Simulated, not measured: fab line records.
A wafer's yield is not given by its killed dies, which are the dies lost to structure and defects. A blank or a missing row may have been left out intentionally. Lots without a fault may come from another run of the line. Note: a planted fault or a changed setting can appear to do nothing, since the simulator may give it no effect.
fab line records -- flow nand_harc -- part 1 of 2: steps 1 to 4 of 6
record: lots: 23, wafers: 69, last_day: 34
route steps=1302 shown A_STAIRCASE@652
lots that met no fault: from a run of the same line without faults
start_h: start of the lot's first displayed wafer, in hours after the record's first day -- wait_h: time in hours since the lot's previous step -- " as in the row above -- L1.1+2: one row covering several wafers at once -- - value missing, or start not given -- * or withheld: withheld -- < > ~ a bound
route shown NAME@n: NAME is a module with steps in the file, n the number in the route of the first one -- usual: mean/standard deviation taken from wafers without a fault -- same: alike in all rows -- chamber/n: place in a boat -- sites: each site's reading -- _std_site: standard deviation of those values -- _edge_site: inner sites' mean taken away from outer sites' mean -- radius_mm: how far each site lies from the wafer's centre -- mask NAME#n: copy n -- behind: the tool/chamber that last shaped the wafer -- hold: the reason the lot was held/the length of the hold in hours/how it ended -- device: the transistor (n, p or np) that didn't switch -- end of line: tests of these same wafers at the route's end -- for a step that has no rows: nothing shown but its recipe -- killed: the dies lost at the first sort to structure and to defects; this is not the yield of the wafer -- map: a wafer's dies, marking killed ones x, the rest . and places with no die _
set.NAME: the setting as run; set.NAME@STEP: as run at that earlier step -- model.NAME: the simulator's own value behind a step, which no gauge read
route steps across a sampled set of lots; one table per step, one row per wafer
services: from which hour (start_h, from the record's first day; less than 0 if before it) a tool's chamber was out of use, for how many hours, and why
== steps ==
step: NHARC_A_STAIRCASE_ETCH_170
recipe: target_depth_a: 2000, time_s: 66.667, ion_energy_ev: 250, c4f6_flow_sccm: 25, o2_flow_sccm: 20, ar_flow_sccm: 500, rf_w: 600, bias_w: 500, chemistry: C4F6/O2
usual: drypump_motor_current_A: 6.14/0.27, mfc_ar_sccm: 500.1/1.5, oes_product_au: 0.974/0.013, rf_vpp_V: 547/4, showerhead_plenum_p_Torr: 3.93/0.19, throttle_valve_pct: 26.904/0.0088
lot.wafer,tool,chamber,start_h,wait_h,drypump_motor_current_A,mfc_ar_sccm,oes_product_au,rf_hours_counter_h,rf_vpp_V,showerhead_plenum_p_Torr,throttle_valve_pct
L074.2,rie_diel-05,1,-,-,6.08,499.2,0.977,31,544,3.84,26.897
L074.6,rie_diel-05,1,-,-,6.08,497.7,0.974,-,546,3.84,26.895
L074.5,rie_diel-05,2,-,-,6.15,499.4,0.972,-,543,3.78,26.903
L075.2,rie_diel-05,1,-,-,6.08,502.0,0.974,38,545,3.84,26.893
L075.6,rie_diel-05,2,-,-,6.14,498.9,0.978,-,544,3.77,26.893
L075.5,rie_diel-05,3,-,-,6.41,499.9,0.991,-,542,3.66,26.909
L076.2,rie_diel-09,0,-,-,6.39,500.4,0.964,18,544,3.74,26.886
L076.1,rie_diel-09,1,-,-,5.56,500.7,0.956,16,552,4.14,26.901
L076.6,rie_diel-09,0,-,-,6.39,498.5,0.972,-,543,3.74,26.901
L077.1,rie_diel-09,2,-,-,6.30,501.1,0.968,18,542,3.75,26.895
L077.3,rie_diel-09,3,-,-,5.99,500.3,0.983,20,549,4.07,26.903
L077.5,rie_diel-09,1,-,-,5.55,499.7,0.972,-,551,4.14,26.913
L078.4,rie_diel-05,2,-,-,6.15,500.9,0.946,43,544,3.77,26.913
L078.2,rie_diel-05,3,-,-,6.40,501.8,0.953,46,540,3.65,26.913
L078.3,rie_diel-05,0,-,-,5.83,502.1,0.972,48,546,3.86,26.904
L079.3,rie_diel-09,2,-,-,6.33,500.4,0.952,26,542,3.75,26.901
L079.4,rie_diel-09,3,-,-,6.01,500.7,0.972,25,550,4.07,26.906
L079.2,rie_diel-09,0,-,-,6.42,499.3,0.949,24,543,3.73,26.915
L080.3,rie_diel-08,1,-,-,5.93,500.1,0.999,10,553,4.18,26.899
L080.6,rie_diel-08,0,-,-,6.42,500.9,0.983,-,549,3.95,26.894
L080.5,rie_diel-08,1,-,-,5.95,501.8,0.986,-,552,4.18,26.893
L081.4,rie_diel-09,0,-,-,6.41,501.1,0.976,27,542,3.73,26.895
L081.6,rie_diel-09,1,-,-,5.54,501.1,0.958,-,550,4.14,26.897
L081.5,rie_diel-09,2,-,-,6.28,500.9,0.971,-,543,3.75,26.914
L082.1,rie_diel-09,1,-,-,5.54,500.7,0.974,33,551,4.13,26.909
L082.2,rie_diel-09,2,-,-,6.31,499.3,0.983,35,542,3.74,26.909
L082.4,rie_diel-09,0,-,-,6.41,499.5,0.988,35,542,3.72,26.911
L083.2,rie_diel-08,3,-,-,6.29,501.9,0.968,17,544,3.78,26.900
L083.3,rie_diel-08,1,-,-,5.95,496.7,0.972,22,551,4.17,26.900
L083.6,rie_diel-08,3,-,-,6.30,501.5,0.969,-,544,3.78,26.897
L085.3,rie_diel-09,3,-,-,6.00,501.7,0.988,43,550,4.06,26.911
L085.1,rie_diel-09,1,-,-,5.57,499.3,0.957,39,551,4.13,26.890
L085.6,rie_diel-09,3,-,-,5.99,502.3,0.999,-,548,4.06,26.909
L084.2,rie_diel-05,3,-,-,6.41,501.6,0.964,15,553,4.22,26.906
L084.5,rie_diel-05,2,-,-,6.13,501.9,0.979,-,543,3.76,26.898
L084.4,rie_diel-05,1,-,-,6.09,501.4,0.965,-,545,3.82,26.906
L086.4,rie_diel-08,0,-,-,6.40,498.7,0.982,27,548,3.94,26.896
L086.2,rie_diel-08,1,-,-,5.93,500.9,0.989,29,552,4.17,26.888
L086.5,rie_diel-08,1,-,-,5.94,500.4,0.996,-,552,4.17,26.908
L087.3,rie_diel-05,3,-,-,6.42,500.9,0.966,24,555,4.21,26.906
L087.1,rie_diel-05,0,-,-,5.85,501.8,0.968,14,546,3.85,26.899
L087.4,rie_diel-05,2,-,-,6.13,500.7,0.979,25,542,3.75,26.898
L090.1,rie_diel-05,1,-,-,6.07,498.9,0.967,30,544,3.81,26.903
L090.4,rie_diel-05,2,-,-,6.12,497.7,0.968,32,543,3.75,26.894
L090.6,rie_diel-05,1,-,-,6.07,501.8,0.964,-,544,3.81,26.901
L089.4,rie_diel-05,0,-,-,5.85,500.8,0.985,19,545,3.85,26.893
L089.1,rie_diel-05,2,-,-,6.14,500.0,0.965,32,543,3.75,26.916
L089.5,rie_diel-05,3,-,-,6.43,497.7,0.970,-,553,4.21,26.909
L092.4,rie_diel-09,3,-,-,6.00,500.8,0.973,7,549,4.04,26.906
L092.2,rie_diel-09,1,-,-,5.55,500.9,0.969,4,549,4.12,26.905
L092.5,rie_diel-09,2,-,-,6.30,498.5,0.956,-,544,3.73,26.908
L091.3,rie_diel-05,2,-,-,6.12,499.4,0.984,38,544,3.74,26.896
L091.2,rie_diel-05,1,-,-,6.08,501.2,0.969,38,544,3.80,26.902
L091.6,rie_diel-05,3,-,-,6.40,498.6,0.991,-,552,4.20,26.900
L093.4,rie_diel-09,3,-,-,6.01,499.7,0.992,12,551,4.04,26.892
L093.5,rie_diel-09,3,-,-,6.00,499.4,0.992,-,549,4.04,26.906
L093.6,rie_diel-09,0,-,-,6.40,497.7,0.987,-,541,3.71,26.913
L094.1,rie_diel-08,2,-,-,6.34,502.3,0.989,0,553,4.19,26.916
L094.4,rie_diel-08,0,-,-,6.47,497.1,0.971,0,545,3.92,26.900
L094.6,rie_diel-08,2,-,-,6.34,501.5,0.987,-,552,4.19,26.922
L095.1,rie_diel-09,0,-,-,6.45,503.0,0.992,18,541,3.70,26.905
L095.3,rie_diel-09,2,-,-,6.31,499.9,0.980,20,543,3.72,26.903
L095.6,rie_diel-09,0,-,-,6.43,501.1,0.975,-,543,3.70,26.912
L096.4,rie_diel-08,1,-,-,5.95,500.2,0.978,3,552,4.15,26.899
L096.1,rie_diel-08,3,-,-,6.30,501.4,0.993,4,541,3.76,26.901
L096.6,rie_diel-08,1,-,-,5.95,500.5,0.982,-,553,4.15,26.906
L097.2,rie_diel-05,0,-,-,5.86,501.2,0.964,1,545,3.83,26.901
L097.3,rie_diel-05,1,-,-,6.06,499.9,0.978,1,544,3.79,26.893
L097.5,rie_diel-05,0,-,-,5.88,501.1,0.968,-,546,3.83,26.901
step: NHARC_A_STAIRCASE_ETCH_15
recipe: target_depth_a: 1000, time_s: 40.5, ion_energy_ev: 400, c4f8_flow_sccm: 20, o2_flow_sccm: 10, ar_flow_sccm: withheld, rf_w: 600, bias_w: 1000, chemistry: C4F8/O2
usual: oes_product_au: 0.941/0.011, rf_vpp_V: 897/6.3
lot.wafer,tool,chamber,start_h,wait_h,oes_product_au,rf_hours_counter_h,rf_vpp_V
L074.2,rie_diel-05,3,-,-,0.932,35,886
L074.5,rie_diel-05,0,-,-,0.949,-,895
L074.6,rie_diel-05,1,-,-,0.925,-,892
L075.2,rie_diel-09,0,-,-,0.961,11,890
L075.5,rie_diel-09,3,-,-,0.964,-,900
L075.6,rie_diel-09,0,-,-,0.937,-,890
L076.2,rie_diel-09,0,-,-,0.945,18,890
L076.1,rie_diel-09,2,-,-,0.945,18,890
L076.6,rie_diel-09,3,-,-,0.950,-,900
L077.1,rie_diel-08,0,-,-,0.940,2,898
L077.3,rie_diel-08,3,-,-,0.932,1,891
L077.5,rie_diel-08,0,-,-,0.943,-,898
L078.3,rie_diel-09,0,-,-,0.948,19,888
L078.2,rie_diel-09,1,-,-,0.944,18,902
L078.4,rie_diel-09,2,-,-,0.956,19,889
L079.2,rie_diel-09,0,-,-,0.948,24,890
L079.3,rie_diel-09,1,-,-,0.956,25,904
L079.4,rie_diel-09,2,-,-,0.969,26,890
L080.3,rie_diel-08,0,-,-,0.934,12,897
L080.5,rie_diel-08,1,-,-,0.945,-,904
L080.6,rie_diel-08,2,-,-,0.931,-,905
L081.4,rie_diel-09,0,-,-,0.951,28,889
L081.5,rie_diel-09,2,-,-,0.946,-,889
L081.6,rie_diel-09,3,-,-,0.951,-,899
L082.1,rie_diel-08,3,-,-,0.943,15,892
L082.2,rie_diel-08,1,-,-,0.961,20,903
L082.4,rie_diel-08,2,-,-,0.956,19,906
L083.2,rie_diel-05,0,-,-,0.945,12,894
L083.3,rie_diel-05,2,-,-,0.934,11,891
L083.6,rie_diel-05,0,-,-,0.939,-,892
L085.1,rie_diel-05,3,-,-,0.929,16,906
L085.3,rie_diel-05,1,-,-,0.930,16,893
L085.6,rie_diel-05,2,-,-,0.937,-,890
L084.2,rie_diel-09,3,-,-,0.945,43,900
L084.4,rie_diel-09,1,-,-,0.942,39,904
L084.5,rie_diel-09,3,-,-,0.947,-,901
L086.2,rie_diel-05,1,-,-,0.937,16,893
L086.5,rie_diel-05,1,-,-,0.924,-,893
L086.4,rie_diel-05,3,-,-,0.933,-,906
L087.3,rie_diel-08,3,-,-,0.931,32,892
L087.1,rie_diel-08,0,-,-,0.935,40,897
L087.4,rie_diel-08,0,-,-,0.938,-,896
L090.1,rie_diel-08,3,-,-,0.928,37,891
L090.4,rie_diel-08,1,-,-,0.931,41,904
L090.6,rie_diel-08,2,-,-,0.935,-,905
L089.1,rie_diel-08,0,-,-,0.940,46,896
L089.4,rie_diel-08,1,-,-,0.937,41,904
L089.5,rie_diel-08,0,-,-,0.938,-,897
L092.4,rie_diel-05,0,-,-,0.949,31,893
L092.2,rie_diel-05,1,-,-,0.939,39,893
L092.5,rie_diel-05,1,-,-,0.943,-,892
L091.2,rie_diel-05,2,-,-,0.934,40,889
L091.3,rie_diel-05,3,-,-,0.932,41,905
L091.6,rie_diel-05,2,-,-,0.944,-,888
L093.4,rie_diel-05,0,-,-,0.946,36,893
L093.6,rie_diel-05,1,-,-,0.941,-,892
L093.5,rie_diel-05,2,-,-,0.933,-,890
L094.1,rie_diel-08,1,-,-,0.957,0,904
L094.4,rie_diel-08,0,-,-,0.941,0,897
L094.6,rie_diel-08,2,-,-,0.958,-,906
L095.1,rie_diel-08,1,-,-,0.957,3,904
L095.3,rie_diel-08,0,-,-,0.930,4,897
L095.6,rie_diel-08,2,-,-,0.959,-,905
L096.1,rie_diel-08,2,-,-,0.944,4,904
L096.4,rie_diel-08,0,-,-,0.934,5,897
L096.6,rie_diel-08,3,-,-,0.936,-,888
L097.3,rie_diel-05,1,-,-,0.946,2,892
L097.2,rie_diel-05,3,-,-,0.932,2,905
L097.5,rie_diel-05,2,-,-,0.912,-,889
step: NHARC_A_STAIRCASE_TRIM_24
recipe: time_s: 211.2, o2_flow_sccm: 500, ar_flow_sccm: 0, bias_w: 0, chemistry: O2
usual: drypump_motor_current_A: 6.14/0.26, mfc_ar_sccm: 0.007/0.0076, oes_product_au: 1.000/0.0085, rf_vpp_V: 57.7/0.96, showerhead_plenum_p_Torr: 3.52/0.17, throttle_valve_pct: 17.035/0.0095
lot.wafer,tool,chamber,start_h,wait_h,drypump_motor_current_A,mfc_ar_sccm,oes_product_au,rf_hours_counter_h,rf_vpp_V,showerhead_plenum_p_Torr,throttle_valve_pct
L074.2,rie_diel-05,2,-,-,6.13,0.015,1.006,32,57.5,3.39,17.036
L074.5,rie_diel-05,0,-,-,5.84,0,1.017,-,57.5,3.48,17.041
L074.6,rie_diel-05,1,-,-,6.11,0,0.990,-,56.9,3.45,17.034
L075.2,rie_diel-05,2,-,-,6.14,0.015,1.007,38,57.8,3.39,17.031
L075.6,rie_diel-05,3,-,-,6.41,0.016,1.008,-,57.2,3.28,17.034
L075.5,rie_diel-05,0,-,-,5.84,0,1.013,-,55.3,3.48,17.013
L076.2,rie_diel-05,2,-,-,6.13,0.015,0.988,42,56.9,3.39,17.058
L076.1,rie_diel-05,0,-,-,5.83,0,1.020,48,60.2,3.47,17.031
L076.6,rie_diel-05,1,-,-,6.04,0,0.996,-,58.2,3.44,17.034
L077.3,rie_diel-08,0,-,-,6.41,0.013,1.003,2,57.9,3.56,17.033
L077.1,rie_diel-08,1,-,-,5.94,0,1.017,2,57.6,3.77,17.037
L077.5,rie_diel-08,1,-,-,5.93,0,1.013,-,57.7,3.77,17.025
L078.4,rie_diel-09,3,-,-,5.99,0.011,1.010,21,59.2,3.66,17.056
L078.3,rie_diel-09,0,-,-,6.41,0,1.003,20,57.8,3.35,17.034
L078.2,rie_diel-09,1,-,-,5.56,0.001,0.998,18,59.4,3.73,17.027
L079.2,rie_diel-09,0,-,-,6.41,0,1.002,25,56.5,3.35,17.051
L079.3,rie_diel-09,2,-,-,6.31,0.019,0.995,27,57.9,3.37,17.037
L079.4,rie_diel-09,3,-,-,6.03,0.011,1.007,26,57.6,3.66,17.036
L080.3,rie_diel-09,0,-,-,6.42,0,0.999,27,56.0,3.35,17.035
L080.6,rie_diel-09,1,-,-,5.56,0.001,0.997,-,56.7,3.73,17.030
L080.5,rie_diel-09,2,-,-,6.31,0.019,0.992,-,57.9,3.37,17.047
L081.4,rie_diel-05,0,-,-,5.87,0,1.014,5,57.1,3.46,17.021
L081.5,rie_diel-05,1,-,-,6.06,0,1.000,-,57.5,3.44,17.035
L081.6,rie_diel-05,2,-,-,6.10,0.015,0.998,-,58.4,3.38,17.054
L082.2,rie_diel-09,0,-,-,6.41,0,0.997,36,57.2,3.35,17.024
L082.4,rie_diel-09,1,-,-,5.55,0.001,0.997,34,58.9,3.72,17.043
L082.1,rie_diel-09,2,-,-,6.30,0.019,1.002,35,55.8,3.36,17.018
L083.2,rie_diel-09,1,-,-,5.57,0.001,0.995,36,56.4,3.72,17.041
L083.3,rie_diel-09,2,-,-,6.30,0.019,1.003,38,57.9,3.36,17.029
L083.6,rie_diel-09,3,-,-,5.99,0.011,1.010,-,56.5,3.65,17.046
L085.1,rie_diel-09,3,-,-,6.00,0.011,0.993,44,58.7,3.65,17.035
L085.3,rie_diel-09,0,-,-,6.40,0,1.000,42,57.7,3.34,17.030
L085.6,rie_diel-09,3,-,-,6.01,0.011,1.002,-,57.9,3.65,17.035
L084.2,rie_diel-05,1,-,-,6.08,0,0.988,17,57.0,3.43,17.037
L084.5,rie_diel-05,3,-,-,6.40,0.016,0.997,-,59.9,3.80,17.046
L084.4,rie_diel-05,1,-,-,6.07,0,0.988,-,58.3,3.43,17.030
L086.2,rie_diel-05,3,-,-,6.41,0.016,0.997,18,58.6,3.80,17.045
L086.5,rie_diel-05,1,-,-,6.08,0,0.994,-,57.8,3.43,17.042
L086.4,rie_diel-05,2,-,-,6.12,0.015,0.995,-,57.6,3.37,17.020
L087.3,rie_diel-05,1,-,-,6.09,0,0.978,27,57.8,3.42,17.048
L087.4,rie_diel-05,2,-,-,6.14,0.015,0.997,29,56.6,3.37,17.024
L087.1,rie_diel-05,0,-,-,5.86,0,0.993,16,57.7,3.46,17.020
L090.1,rie_diel-05,0,-,-,5.87,0,1.015,21,57.5,3.46,17.032
L090.4,rie_diel-05,3,-,-,6.40,0.016,1.005,33,58.3,3.79,17.040
L090.6,rie_diel-05,1,-,-,6.09,0,0.997,-,57.2,3.42,17.032
L089.1,rie_diel-08,2,-,-,6.32,0,0.985,43,58.1,3.78,17.046
L089.4,rie_diel-08,3,-,-,6.28,0,0.987,38,58.2,3.38,17.029
L089.5,rie_diel-08,2,-,-,6.31,0,0.992,-,56.7,3.78,17.028
L092.2,rie_diel-09,3,-,-,6.02,0.011,0.993,7,57.7,3.64,17.037
L092.4,rie_diel-09,1,-,-,5.57,0.001,1.002,4,57.7,3.71,17.038
L092.5,rie_diel-09,0,-,-,6.42,0,0.997,-,58.8,3.33,17.031
L091.3,rie_diel-08,0,-,-,6.42,0.013,0.995,52,58.9,3.53,17.051
L091.2,rie_diel-08,1,-,-,5.91,0,0.992,48,58.5,3.74,17.039
L091.6,rie_diel-08,2,-,-,6.32,0,1.000,-,57.9,3.78,17.033
L093.4,rie_diel-09,0,-,-,6.39,0,1.004,10,58.1,3.33,17.048
L093.5,rie_diel-09,0,-,-,6.41,0,0.997,-,56.9,3.33,17.041
L093.6,rie_diel-09,1,-,-,5.57,0.001,1.000,-,57.4,3.70,17.031
L094.4,rie_diel-08,1,-,-,5.93,0,1.012,1,56.7,3.74,17.050
L094.1,rie_diel-08,0,-,-,6.39,0.013,1.001,1,57.1,3.53,17.042
L094.6,rie_diel-08,2,-,-,6.34,0,1.014,-,60.3,3.78,17.019
L095.3,rie_diel-05,0,-,-,5.85,0,1.000,45,57.8,3.44,17.041
L095.1,rie_diel-05,3,-,-,6.41,0.016,0.997,56,59.1,3.78,17.023
L095.6,rie_diel-05,0,-,-,5.85,0,1.005,-,58.1,3.44,17.032
L096.1,rie_diel-05,3,-,-,6.41,0.016,1.000,57,58.9,3.77,17.049
L096.4,rie_diel-05,2,-,-,6.13,0.015,1.003,55,57.2,3.35,17.032
L096.6,rie_diel-05,3,-,-,6.43,0.016,1.001,-,57.4,3.77,17.031
L097.3,rie_diel-09,2,-,-,6.27,0.019,0.999,34,57.7,3.34,17.034
L097.2,rie_diel-09,1,-,-,5.55,0.001,0.990,31,57.4,3.69,17.041
L097.5,rie_diel-09,2,-,-,6.29,0.019,1.002,-,56.9,3.34,17.021
step: NHARC_A_STAIRCASE_ETCH_188
recipe: target_depth_a: 1000, time_s: 40.5, ion_energy_ev: 400, c4f8_flow_sccm: 20, o2_flow_sccm: 10, ar_flow_sccm: withheld, rf_w: 600, bias_w: 1000, chemistry: C4F8/O2
usual: oes_product_au: 0.945/0.012, rf_vpp_V: 896/6.3
lot.wafer,tool,chamber,start_h,wait_h,oes_product_au,rf_hours_counter_h,rf_vpp_V
L074.2,rie_diel-09,0,-,-,0.962,6,891
L074.6,rie_diel-09,3,-,-,0.951,-,901
L074.5,rie_diel-09,0,-,-,0.963,-,889
L075.2,rie_diel-05,0,-,-,0.963,44,894
L075.6,rie_diel-05,2,-,-,0.946,-,892
L075.5,rie_diel-05,3,-,-,0.954,-,886
L076.1,rie_diel-08,2,-,-,0.970,1,908
L076.2,rie_diel-08,3,-,-,0.953,1,893
L076.6,rie_diel-08,1,-,-,0.948,-,904
L077.1,rie_diel-05,0,-,-,0.954,50,894
L077.3,rie_diel-05,3,-,-,0.939,48,888
L077.5,rie_diel-05,1,-,-,0.950,-,892
L078.4,rie_diel-05,3,-,-,0.941,48,886
L078.3,rie_diel-05,0,-,-,0.948,50,895
L078.2,rie_diel-05,1,-,-,0.926,47,892
L079.4,rie_diel-09,0,-,-,0.954,25,889
L079.2,rie_diel-09,2,-,-,0.936,27,889
L079.3,rie_diel-09,3,-,-,0.958,27,900
L080.3,rie_diel-05,0,-,-,0.959,0,895
L080.6,rie_diel-05,2,-,-,0.951,-,891
L080.5,rie_diel-05,3,-,-,0.952,-,906
L081.4,rie_diel-09,2,-,-,0.954,32,890
L081.5,rie_diel-09,0,-,-,0.954,-,889
L081.6,rie_diel-09,1,-,-,0.957,-,901
L082.4,rie_diel-09,2,-,-,0.931,35,888
L082.2,rie_diel-09,0,-,-,0.953,36,890
L082.1,rie_diel-09,1,-,-,0.940,34,904
L083.2,rie_diel-08,1,-,-,0.952,23,904
L083.3,rie_diel-08,2,-,-,0.937,20,905
L083.6,rie_diel-08,0,-,-,0.964,-,897
L085.3,rie_diel-09,3,-,-,0.951,46,902
L085.1,rie_diel-09,1,-,-,0.936,41,903
L085.6,rie_diel-09,3,-,-,0.952,-,898
L084.4,rie_diel-09,1,-,-,0.930,41,902
L084.2,rie_diel-09,3,-,-,0.942,46,901
L084.5,rie_diel-09,0,-,-,0.915,-,888
L086.2,rie_diel-09,1,-,-,0.935,43,902
L086.4,rie_diel-09,0,-,-,0.935,45,888
L086.5,rie_diel-09,2,-,-,0.933,-,890
L087.1,rie_diel-05,0,-,-,0.941,17,894
L087.3,rie_diel-05,2,-,-,0.943,30,889
L087.4,rie_diel-05,3,-,-,0.943,29,904
L090.4,rie_diel-09,2,-,-,0.934,0,889
L090.1,rie_diel-09,3,-,-,0.945,0,900
L090.6,rie_diel-09,1,-,-,0.961,-,902
L089.4,rie_diel-08,1,-,-,0.954,42,903
L089.1,rie_diel-08,2,-,-,0.946,43,906
L089.5,rie_diel-08,2,-,-,0.944,-,905
L092.2,rie_diel-05,1,-,-,0.941,41,891
L092.4,rie_diel-05,3,-,-,0.948,42,907
L092.5,rie_diel-05,0,-,-,0.953,-,894
L091.2,rie_diel-09,2,-,-,0.934,9,890
L091.3,rie_diel-09,0,-,-,0.954,6,889
L091.6,rie_diel-09,2,-,-,0.928,-,887
L093.4,rie_diel-05,1,-,-,0.958,48,892
L093.6,rie_diel-05,3,-,-,0.940,-,905
L093.5,rie_diel-05,0,-,-,0.971,-,894
L094.1,rie_diel-08,3,-,-,0.954,2,891
L094.4,rie_diel-08,0,-,-,0.964,2,896
L094.6,rie_diel-08,0,-,-,0.952,-,895
L095.3,rie_diel-08,0,-,-,0.934,4,897
L095.1,rie_diel-08,2,-,-,0.952,3,905
L095.6,rie_diel-08,0,-,-,0.928,-,896
L096.4,rie_diel-08,1,-,-,0.949,4,904
L096.1,rie_diel-08,2,-,-,0.940,4,904
L096.6,rie_diel-08,1,-,-,0.938,-,905
L097.3,rie_diel-05,3,-,-,0.946,7,905
L097.2,rie_diel-05,1,-,-,0.945,5,891
L097.5,rie_diel-05,3,-,-,0.945,-,904
